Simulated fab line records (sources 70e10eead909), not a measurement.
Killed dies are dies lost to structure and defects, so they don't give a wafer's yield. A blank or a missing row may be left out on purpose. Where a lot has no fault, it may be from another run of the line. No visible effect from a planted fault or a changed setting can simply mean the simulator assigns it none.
What tool caused it? ; flow nand harc ; 36 wafers sampled from 12 lots at 1 step of a route of 1159

== WHAT EACH GAUGE READ, for each wafer ==
NHARC_A_M1_INSPECT_11.
lot;measured;on;raw defect count
L074;day 18 08:10;defect inspect-02;22 37 29
L079;day 18 09:03;defect inspect-02;15 21 24
L078;day 18 10:26;defect inspect-02;22 30 21
L081;day 19 08:52;defect inspect-02;27 40 39
L082;day 19 11:07;defect inspect-01;14 15 14
L084;day 20 03:35;defect inspect-02;27 24 31
L086;day 20 17:48;defect inspect-02;10 7 7
L089;day 21 12:30;defect inspect-01;36 39 34
L091;day 22 00:17;defect inspect-02;16 12 13
L092;day 22 07:29;defect inspect-02;71 54 63
L096;day 22 23:55;defect inspect-02;35 48 58
L097;day 23 05:02;defect inspect-01;26 25 25

== EACH LOT AND THE TOOL THAT RAN IT (in order: tool; ch and the chambers of the sampled wafers; start) ==
Before these readings, the record contains no process step.

== THE ANSWER, worked out from the rows above alone ==
Rule: the lots themselves supply what counts as usual. Put in order of their means at a reading, lots are off if they are a third of the lots or fewer, leave a main group of 4 or more, and stand apart from it by a gap of 3 or more times the standard deviation of the main group's means; of several such gaps the widest counts. A main group whose means are all the same, to the digits that the tables above print for the reading, isn't used. A lot without any number at a reading at which 4 lots or more have one is off too. The other lots that the step has rows for count as sound.
None of the lots is off at any reading shown; this tells nothing.

== WHAT HAD BEEN PUT IN BY THE SIMULATOR ==
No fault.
